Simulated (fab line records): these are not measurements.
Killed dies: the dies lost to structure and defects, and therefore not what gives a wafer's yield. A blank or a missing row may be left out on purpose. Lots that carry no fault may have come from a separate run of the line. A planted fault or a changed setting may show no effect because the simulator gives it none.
A struck lot beside a sound one | flow n5-finfet | 37 out of 1938 route steps
Sound: wafers L871.1, L871.2, L871.4. Wafers L857.1, L857.3, L857.4 were the ones struck. At the end, the cause is stated.
Each step with rows lists, per side, the tool, then ch with its chambers, then its first start. Under that, the readings that differ: sound wafers | struck wafers | difference of the means | sigmas: that difference in standard deviations of wafers without a fault.
alike: same words and numbers on both sides, and readings whose means sit less than 2 such deviations apart. not compared: any withheld reading, any reading some wafer has no value for, any bound like >300 that may hide the same value, and any number with overlapping values for which the record gives no deviation.
A row with sigmas, a row that says differs or no value, or rows on one side alone: a step with any of these is where the two part. Numbers that don't overlap but have no deviation are shown without sigmas and don't part them. Lack of a reading on every wafer of one side parts them only where that side has two or more wafers.

first, 9 steps without rows for these wafers: N5_WELL_APT_COAT_19 (resist thk 950 nm); N5_WELL_APT_EBR_21; N5_WELL_APT_SOFTBAKE_20 (time 60 s); N5_WELL_APT_EXPOSE_22 (exposes mask PWELL, defocus 0 nm, target cd 200 nm); N5_WELL_APT_PEB_23 (peb time 90 s); N5_WELL_APT_DEVELOP_24 (develop time 45 s); N5_WELL_APT_HARDBAKE_29 (time 120 s); N5_WELL_APT_DESCUM_30 (chemistry O2, time 7.9 s); N5_WELL_APT_IMPLANT_31.
N5_WELL_APT_IMPLANT_32:
  sound on implanter-02 ch 0, day 7 09:22; struck on implanter-02 ch 0, day 3 21:32
  reading            | sound                            | struck                          | difference  | sigmas
  dose-ions-cm2      | 1.9967e+13 1.9992e+13 2.0002e+13 | 2.6547e+13 2.6545e+13 2.656e+13 | +6.5637e+12 | +99 or more
  faraday-current-uA | 245 247 248                      | 327 342 348                     | +92         | +17
then, 25 steps without rows for these wafers: N5_WELL_APT_STRIP_33 (strips in SPM, time 900 s); N5_WELL_APT_RTA_34 (time 10 s); N5_WELL_APT_OXIDE_STRIP_42 (strips SiO2 in dHF, time 45 s, target depth 12 nm); N5_WELL_APT_PRECLEAN_36 (cleans in O3/DIW, time 45 s); N5_WELL_APT_PRECLEAN_39 (cleans in dHF, time 60 s); N5_WELL_APT_SRD_37 (time 30 s); N5_WELL_APT_EPI_41 (deposits Si from SiH4/H2, target thk 50 nm, time 297.7 s); N5_PMOS_HMC_CHANNEL_EPI_HM_DEP_34 (deposits SiO2 from TEOS/O2, target thk 36 nm, time 6.9 s); N5_PMOS_HMC_CHANNEL_EPI_COAT_31 (time 60 s, resist thk 66 nm); N5_PMOS_HMC_CHANNEL_EPI_COAT_03 (resist thk 205 nm); N5_PMOS_HMC_CHANNEL_EPI_EBR_05; N5_PMOS_HMC_CHANNEL_EPI_SOFTBAKE_04 (time 60 s); N5_PMOS_HMC_CHANNEL_EPI_EXPOSE_06 (exposes mask PMOS HMC BLK, target cd 240 nm); N5_PMOS_HMC_CHANNEL_EPI_PEB_07 (peb time 60 s); N5_PMOS_HMC_CHANNEL_EPI_DEVELOP_08 (develop time 30 s); N5_PMOS_HMC_CHANNEL_EPI_DESCUM_14 (chemistry O2, time 7.9 s); N5_PMOS_HMC_CHANNEL_EPI_ETCH_32 (etches BARC in N2/H2, stops on SiO2, target depth 85.8 nm, time 50.3 s); N5_PMOS_HMC_CHANNEL_EPI_HM_OPEN_15 (chemistry CHF3/O2, target SiO2, target depth 40.6 nm, time 20.3 s); N5_PMOS_HMC_CHANNEL_EPI_STRIP_33 (strips in N2/H2); N5_PMOS_HMC_CHANNEL_EPI_STRIP_17 (strips in SPM, time 750 s); N5_PMOS_HMC_CHANNEL_EPI_ETCH_38 (etches SiO2 in CF4, target depth 1.5 nm); N5_PMOS_HMC_CHANNEL_EPI_FIN_RECESS_16 (chemistry HBr/Cl2, target Si, target depth 54 nm, time 18 s); N5_PMOS_HMC_CHANNEL_EPI_PRECLEAN_36 (cleans in O3/DIW, time 45 s); N5_PMOS_HMC_CHANNEL_EPI_PRECLEAN_18 (cleans in DHF, time 30 s); N5_PMOS_HMC_CHANNEL_EPI_SRD_19 (time 30 s).
-- here the record skips 6 days between the struck wafers' starts before and after, leaving off in module PMOS_HMC_CHANNEL_EPI and picking up in module BEOL_M4 (first step shown: number 1111 of the route) --
N5_BEOL_M4_RC_MEAS_101:
  sound on prober-02 ch 0, day 13 18:35; struck on prober-02 ch 0, day 10 05:49
  reading | sound          | struck         | difference | sigmas
  CJ_N    | 4.32 4.32 4.27 | 4.94 5.07 4.97 | +0.69      | +9
  alike: DIBL_N, DIBL_P, IOFF_N, IOFF_P, ION_N, ION_P, SS_N, SS_P, VT_N, VT_P
next, for these wafers, 1 step has no rows: N5_PASSIVATION_PROBE_49.

WHERE THEY PART
Earliest at N5_WELL_APT_IMPLANT_32; latest, in this record, at N5_BEOL_M4_RC_MEAS_101.

WHY: the cause the simulator had injected
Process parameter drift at N5_WELL_APT_IMPLANT_32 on implanter-02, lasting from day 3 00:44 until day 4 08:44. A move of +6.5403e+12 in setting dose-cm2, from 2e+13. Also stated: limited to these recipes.
